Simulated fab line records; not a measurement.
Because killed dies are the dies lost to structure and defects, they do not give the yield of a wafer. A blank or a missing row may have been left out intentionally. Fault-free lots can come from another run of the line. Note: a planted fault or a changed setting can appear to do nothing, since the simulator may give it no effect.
Which tool is to blame? / flow n5-finfet / 10 lots with 30 wafers sampled at 5 steps, on a route of 1938 steps

== WHAT EACH GAUGE READ, for each wafer ==
N5_MOL_CONTACT_COAG_CD_MEAS_101 targets a cd of 16 nm.
lot=L168; measured=day 5 04:22; on=cd-sem-01; cd-nm (nm)=15.9 16.1 16.1
lot=L169; measured=day 5 14:24; on=cd-sem-01; cd-nm (nm)=15.8 16.3 15.7
lot=L171; measured=day 6 00:04; on=cd-sem-01; cd-nm (nm)=15.8 16.3 15.8
lot=L172; measured=day 6 05:02; on=cd-sem-02; cd-nm (nm)=16.7 15.9 16.5
lot=L174; measured=day 6 20:13; on=cd-sem-03; cd-nm (nm)=16.8 16.4 16.5
lot=L181; measured=day 8 14:37; on=cd-sem-01; cd-nm (nm)=16.2 16.3 16.2
lot=L183; measured=day 9 00:22; on=cd-sem-03; cd-nm (nm)=15.5 16.3 16.3
lot=L185; measured=day 9 14:13; on=cd-sem-02; cd-nm (nm)=16.0 16.8 16.9
lot=L186; measured=day 9 17:39; on=cd-sem-03; cd-nm (nm)=15.5 16.1 16.1
lot=L191; measured=day 10 21:38; on=cd-sem-02; cd-nm (nm)=16.6 16.5 15.5

N5_BEOL_M4_RC_MEAS_101.
lot=L168; measured=day 7 22:57; on=prober-02; DIBL_N (mV/V)=37.0 36.5 36.5; DIBL_P (mV/V)=37.6 35.3 36.1; IOFF_N (nA/um)=0.15 0.13 0.13; IOFF_P (nA/um)=0.22 0.18 0.19; ION_N (uA/um)=676 657 660; ION_P (uA/um)=466 450 457; SS_N (mV/dec)=71.2 71.2 71.4; SS_P (mV/dec)=73.8 73.2 72.7; VT_N (mV)=250 253 252; VT_P (mV)=-250 -253 -251
lot=L169; measured=day 8 08:36; on=prober-01; DIBL_N (mV/V)=36.6 34.4 35.2; DIBL_P (mV/V)=36.7 35.1 36.2; IOFF_N (nA/um)=0.16 0.12 0.14; IOFF_P (nA/um)=0.23 0.21 0.23; ION_N (uA/um)=671 640 667; ION_P (uA/um)=469 456 472; SS_N (mV/dec)=71.6 70.6 70.9; SS_P (mV/dec)=73.5 73.6 73.5; VT_N (mV)=250 257 253; VT_P (mV)=-248 -249 -249
lot=L171; measured=day 9 05:14; on=prober-02; DIBL_N (mV/V)=35.8 37.4 35.5; DIBL_P (mV/V)=35.0 36.8 34.3; IOFF_N (nA/um)=0.13 0.16 0.13; IOFF_P (nA/um)=0.18 0.22 0.18; ION_N (uA/um)=661 669 669; ION_P (uA/um)=453 462 459; SS_N (mV/dec)=71.1 72.1 71.0; SS_P (mV/dec)=72.7 73.6 73.0; VT_N (mV)=251 252 252; VT_P (mV)=-252 -250 -251
lot=L172; measured=day 9 12:59; on=prober-01; DIBL_N (mV/V)=37.3 36.3 36.6; DIBL_P (mV/V)=37.0 33.6 35.0; IOFF_N (nA/um)=0.16 0.15 0.14; IOFF_P (nA/um)=0.24 0.19 0.21; ION_N (uA/um)=672 658 661; ION_P (uA/um)=469 450 461; SS_N (mV/dec)=71.5 72.1 72.0; SS_P (mV/dec)=73.0 73.0 73.7; VT_N (mV)=253 252 251; VT_P (mV)=-246 -252 -251
lot=L174; measured=day 9 12:15; on=prober-02; DIBL_N (mV/V)=35.1 37.4 38.2; DIBL_P (mV/V)=36.0 37.4 37.8; IOFF_N (nA/um)=0.15 0.18 0.18; IOFF_P (nA/um)=0.20 0.23 0.24; ION_N (uA/um)=675 683 668; ION_P (uA/um)=460 466 467; SS_N (mV/dec)=71.0 71.9 73.1; SS_P (mV/dec)=73.3 74.1 73.8; VT_N (mV)=249 248 248; VT_P (mV)=-250 -251 -249
lot=L181; measured=day 11 05:10; on=prober-01; DIBL_N (mV/V)=36.8 35.0 34.6; DIBL_P (mV/V)=38.0 35.3 36.1; IOFF_N (nA/um)=0.17 0.14 0.14; IOFF_P (nA/um)=0.24 0.20 0.21; ION_N (uA/um)=676 655 679; ION_P (uA/um)=465 459 470; SS_N (mV/dec)=71.6 71.8 71.0; SS_P (mV/dec)=73.1 73.2 73.0; VT_N (mV)=249 253 249; VT_P (mV)=-245 -247 -246
lot=L183; measured=day 11 16:10; on=prober-01; DIBL_N (mV/V)=38.7 38.1 36.4; DIBL_P (mV/V)=40.9 38.9 37.9; IOFF_N (nA/um)=0.24 0.21 0.17; IOFF_P (nA/um)=0.30 0.25 0.22; ION_N (uA/um)=691 670 684; ION_P (uA/um)=472 463 469; SS_N (mV/dec)=72.6 72.7 71.6; SS_P (mV/dec)=73.3 72.8 74.0; VT_N (mV)=244 247 251; VT_P (mV)=-245 -244 -247
lot=L185; measured=day 11 21:08; on=prober-02; DIBL_N (mV/V)=39.6 38.2 36.8; DIBL_P (mV/V)=39.5 36.9 36.1; IOFF_N (nA/um)=0.21 0.18 0.16; IOFF_P (nA/um)=0.29 0.24 0.22; ION_N (uA/um)=684 682 674; ION_P (uA/um)=476 469 464; SS_N (mV/dec)=71.4 72.2 71.6; SS_P (mV/dec)=74.8 73.5 73.5; VT_N (mV)=243 247 248; VT_P (mV)=-247 -251 -249
lot=L186; measured=day 12 23:16; on=prober-01; DIBL_N (mV/V)=35.1 38.3 37.1; DIBL_P (mV/V)=33.9 38.0 36.6; IOFF_N (nA/um)=0.13 0.18 0.16; IOFF_P (nA/um)=0.17 0.23 0.20; ION_N (uA/um)=674 693 674; ION_P (uA/um)=463 480 455; SS_N (mV/dec)=71.7 71.4 72.0; SS_P (mV/dec)=72.8 73.7 73.1; VT_N (mV)=254 250 251; VT_P (mV)=-256 -249 -253
lot=L191; measured=day 14 01:53; on=prober-02; DIBL_N (mV/V)=34.6 36.8 36.9; DIBL_P (mV/V)=33.6 35.7 35.7; IOFF_N (nA/um)=0.13 0.17 0.16; IOFF_P (nA/um)=0.20 0.23 0.23; ION_N (uA/um)=674 690 682; ION_P (uA/um)=473 475 473; SS_N (mV/dec)=70.6 71.4 71.3; SS_P (mV/dec)=72.7 73.0 72.5; VT_N (mV)=250 249 253; VT_P (mV)=-251 -247 -247

== TOOL THAT RAN EACH LOT (tool first, then ch and the chambers of the sampled wafers, then the start) ==
lot=L168; N5_MOL_CONTACT_COAG_VIA_ETCH_117=rie-diel-04 ch 0,1,2, day 5 04:01; N5_MOL_CONTACT_COAG_CVD_140=cvd-w-01 ch 0,1, day 5 04:30; N5_BEOL_M0_SAQP_PECVD_03=pecvd-02 ch 0,1,2, day 5 09:07
lot=L169; N5_MOL_CONTACT_COAG_VIA_ETCH_117=rie-diel-06 ch 1,2,3, day 5 13:59; N5_MOL_CONTACT_COAG_CVD_140=cvd-w-01 ch 0,1, day 5 14:32; N5_BEOL_M0_SAQP_PECVD_03=pecvd-03 ch 1,2, day 5 19:50
lot=L171; N5_MOL_CONTACT_COAG_VIA_ETCH_117=rie-diel-05 ch 0,1,2, day 5 23:43; N5_MOL_CONTACT_COAG_CVD_140=cvd-w-01 ch 0,1, day 6 00:11; N5_BEOL_M0_SAQP_PECVD_03=pecvd-04 ch 0,1,2, day 6 05:08
lot=L172; N5_MOL_CONTACT_COAG_VIA_ETCH_117=rie-diel-04 ch 0,1,3, day 6 04:21; N5_MOL_CONTACT_COAG_CVD_140=cvd-w-01 ch 0,1, day 6 05:11; N5_BEOL_M0_SAQP_PECVD_03=pecvd-04 ch 0,2, day 6 09:43
lot=L174; N5_MOL_CONTACT_COAG_VIA_ETCH_117=rie-diel-05 ch 1,2,3, day 6 19:52; N5_MOL_CONTACT_COAG_CVD_140=cvd-w-01 ch 0,1, day 6 20:25; N5_BEOL_M0_SAQP_PECVD_03=pecvd-02 ch 0,1, day 7 02:25
lot=L181; N5_MOL_CONTACT_COAG_VIA_ETCH_117=rie-diel-05 ch 0,1,2, day 8 14:16; N5_MOL_CONTACT_COAG_CVD_140=cvd-w-02 ch 0,1, day 8 14:49; N5_BEOL_M0_SAQP_PECVD_03=pecvd-04 ch 0,1,2, day 8 20:17
lot=L183; N5_MOL_CONTACT_COAG_VIA_ETCH_117=rie-diel-05 ch 0,2,3, day 8 23:46; N5_MOL_CONTACT_COAG_CVD_140=cvd-w-01 ch 0,1, day 9 00:30; N5_BEOL_M0_SAQP_PECVD_03=pecvd-04 ch 0,1,2, day 9 04:43
lot=L185; N5_MOL_CONTACT_COAG_VIA_ETCH_117=rie-diel-05 ch 1,2, day 9 13:52; N5_MOL_CONTACT_COAG_CVD_140=cvd-w-02 ch 0,1, day 9 14:20; N5_BEOL_M0_SAQP_PECVD_03=pecvd-02 ch 0,1,2, day 9 19:04
lot=L186; N5_MOL_CONTACT_COAG_VIA_ETCH_117=rie-diel-04 ch 1,2,3, day 9 17:17; N5_MOL_CONTACT_COAG_CVD_140=cvd-w-01 ch 0,1, day 9 17:52; N5_BEOL_M0_SAQP_PECVD_03=pecvd-04 ch 0,1, day 10 00:19
lot=L191; N5_MOL_CONTACT_COAG_VIA_ETCH_117=rie-diel-05 ch 1,3, day 10 21:16; N5_MOL_CONTACT_COAG_CVD_140=cvd-w-01 ch 0,1, day 10 21:50; N5_BEOL_M0_SAQP_PECVD_03=pecvd-02 ch 0,1, day 11 04:02
- N5_MOL_CONTACT_COAG_VIA_ETCH_117: etches SiO2 in C4F6/O2, target depth 40 nm, overetch 8 nm, time 26 s.
- N5_MOL_CONTACT_COAG_CVD_140: deposits W, target thk 66.5 nm, time 215 s.
- N5_BEOL_M0_SAQP_PECVD_03: deposits SiCN from 3MS/NH3, target thk 12 nm, time 21.1 s.

== WHAT THE TOOLS THEMSELVES READ (means of the sampled wafers that have a number; where no wafer has one, the mark that the record gives instead) ==
N5_MOL_CONTACT_COAG_VIA_ETCH_117.
lot=L168; tool=rie-diel-04; C4F6_flow_sccm (sccm)=9.988; drypump-motor-current-A (A)=5.6; oes-product-au (a.u.)=0.73; rf-vpp-V (V)=1575; showerhead-plenum-p-Torr (Torr)=2.95; throttle-valve-pct (%)=41.3
lot=L169; tool=rie-diel-06; C4F6_flow_sccm (sccm)=9.997; drypump-motor-current-A (A)=5.4; oes-product-au (a.u.)=0.72; rf-vpp-V (V)=1584; showerhead-plenum-p-Torr (Torr)=2.76; throttle-valve-pct (%)=41.0
lot=L171; tool=rie-diel-05; C4F6_flow_sccm (sccm)=10.005; drypump-motor-current-A (A)=6.1; oes-product-au (a.u.)=0.69; rf-vpp-V (V)=1593; showerhead-plenum-p-Torr (Torr)=2.78; throttle-valve-pct (%)=40.6
lot=L172; tool=rie-diel-04; C4F6_flow_sccm (sccm)=10.013; drypump-motor-current-A (A)=5.6; oes-product-au (a.u.)=0.72; rf-vpp-V (V)=1564; showerhead-plenum-p-Torr (Torr)=2.87; throttle-valve-pct (%)=41.4
lot=L174; tool=rie-diel-05; C4F6_flow_sccm (sccm)=10.013; drypump-motor-current-A (A)=6.0; oes-product-au (a.u.)=0.68; rf-vpp-V (V)=1597; showerhead-plenum-p-Torr (Torr)=2.78; throttle-valve-pct (%)=40.7
lot=L181; tool=rie-diel-05; C4F6_flow_sccm (sccm)=10.017; drypump-motor-current-A (A)=6.1; oes-product-au (a.u.)=0.67; rf-vpp-V (V)=1592; showerhead-plenum-p-Torr (Torr)=2.77; throttle-valve-pct (%)=40.6
lot=L183; tool=rie-diel-05; C4F6_flow_sccm (sccm)=10.012; drypump-motor-current-A (A)=5.9; oes-product-au (a.u.)=0.67; rf-vpp-V (V)=1620; showerhead-plenum-p-Torr (Torr)=2.82; throttle-valve-pct (%)=40.9
lot=L185; tool=rie-diel-05; C4F6_flow_sccm (sccm)=10.008; drypump-motor-current-A (A)=6.4; oes-product-au (a.u.)=0.67; rf-vpp-V (V)=1605; showerhead-plenum-p-Torr (Torr)=2.77; throttle-valve-pct (%)=40.3
lot=L186; tool=rie-diel-04; C4F6_flow_sccm (sccm)=10.018; drypump-motor-current-A (A)=5.2; oes-product-au (a.u.)=0.68; rf-vpp-V (V)=1581; showerhead-plenum-p-Torr (Torr)=2.85; throttle-valve-pct (%)=41.5
lot=L191; tool=rie-diel-05; C4F6_flow_sccm (sccm)=9.967; drypump-motor-current-A (A)=5.9; oes-product-au (a.u.)=0.64; rf-vpp-V (V)=1559; showerhead-plenum-p-Torr (Torr)=2.72; throttle-valve-pct (%)=40.7

N5_MOL_CONTACT_COAG_CVD_140.
lot=L168; tool=cvd-w-01; heater-power-w (W)=557
lot=L169; tool=cvd-w-01; heater-power-w (W)=550
lot=L171; tool=cvd-w-01; heater-power-w (W)=509
lot=L172; tool=cvd-w-01; heater-power-w (W)=502
lot=L174; tool=cvd-w-01; heater-power-w (W)=551
lot=L181; tool=cvd-w-02; heater-power-w (W)=534
lot=L183; tool=cvd-w-01; heater-power-w (W)=503
lot=L185; tool=cvd-w-02; heater-power-w (W)=519
lot=L186; tool=cvd-w-01; heater-power-w (W)=510
lot=L191; tool=cvd-w-01; heater-power-w (W)=505

N5_BEOL_M0_SAQP_PECVD_03.
lot=L168; tool=pecvd-02; run-length-s (s)=51.4; showerhead-plenum-p-Torr (Torr)=3.666; throttle-valve-pct (%)=8.7
lot=L169; tool=pecvd-03; run-length-s (s)=51.6; showerhead-plenum-p-Torr (Torr)=3.678; throttle-valve-pct (%)=8.8
lot=L171; tool=pecvd-04; run-length-s (s)=51.5; showerhead-plenum-p-Torr (Torr)=3.674; throttle-valve-pct (%)=9.7
lot=L172; tool=pecvd-04; run-length-s (s)=51.3; showerhead-plenum-p-Torr (Torr)=3.668; throttle-valve-pct (%)=9.5
lot=L174; tool=pecvd-02; run-length-s (s)=51.7; showerhead-plenum-p-Torr (Torr)=3.661; throttle-valve-pct (%)=8.8
lot=L181; tool=pecvd-04; run-length-s (s)=53.5; showerhead-plenum-p-Torr (Torr)=3.675; throttle-valve-pct (%)=9.6
lot=L183; tool=pecvd-04; run-length-s (s)=53.7; showerhead-plenum-p-Torr (Torr)=3.665; throttle-valve-pct (%)=9.6
lot=L185; tool=pecvd-02; run-length-s (s)=51.5; showerhead-plenum-p-Torr (Torr)=3.660; throttle-valve-pct (%)=8.8
lot=L186; tool=pecvd-04; run-length-s (s)=55.3; showerhead-plenum-p-Torr (Torr)=3.675; throttle-valve-pct (%)=9.9
lot=L191; tool=pecvd-02; run-length-s (s)=51.8; showerhead-plenum-p-Torr (Torr)=3.662; throttle-valve-pct (%)=8.9

== THE ANSWER, worked out from the rows above alone ==
Rule: the usual values come from the lots themselves. The widest of any qualifying gaps counts: lots, ordered by their means at a reading, are off when they make up no more than a third of the lots, leave a main group of 4 or more, and stand apart from it by 3 or more times the standard deviation of that group's means. If all means in a main group match to the digits the tables above print for the reading, that group is not used. Also off: a lot with no number at a reading for which 4 or more lots have one. Where the step has rows for the other lots, those lots are counted as sound. Order of review: gauges by route order, followed by the tools' own readings, for which a lot's mean as printed above is used. At the first step where some lot is off, the reading lying furthest off is the one used; lots without a number count as furthest.
Off: L181, L183, L186 (N5_BEOL_M0_SAQP_PECVD_03, run-length-s). The main group: mean 51.5 s, standard deviation 0.16.
If a tool, at that step or one of the process steps before it, ran each lot that is off and ran no sound lot following the first of them, it fits. One fits: N5_BEOL_M0_SAQP_PECVD_03 on pecvd-04. A fault onset in the window from L172 (day 6 09:43, its last sound lot) to L181 (day 8 20:17, its first lot off) fits.
The tool's own readings at N5_BEOL_M0_SAQP_PECVD_03 bear it out: on the lots that are off they differ by more than 5 times the standard deviation of the sound lots' means. run-length-s reads 54.2 s there against 51.5 s on the sound lots.

== WHAT THE SIMULATOR HAD PUT IN ==
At N5_BEOL_M0_SAQP_PECVD_03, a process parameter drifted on pecvd-04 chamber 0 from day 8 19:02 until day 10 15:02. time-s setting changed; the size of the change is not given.
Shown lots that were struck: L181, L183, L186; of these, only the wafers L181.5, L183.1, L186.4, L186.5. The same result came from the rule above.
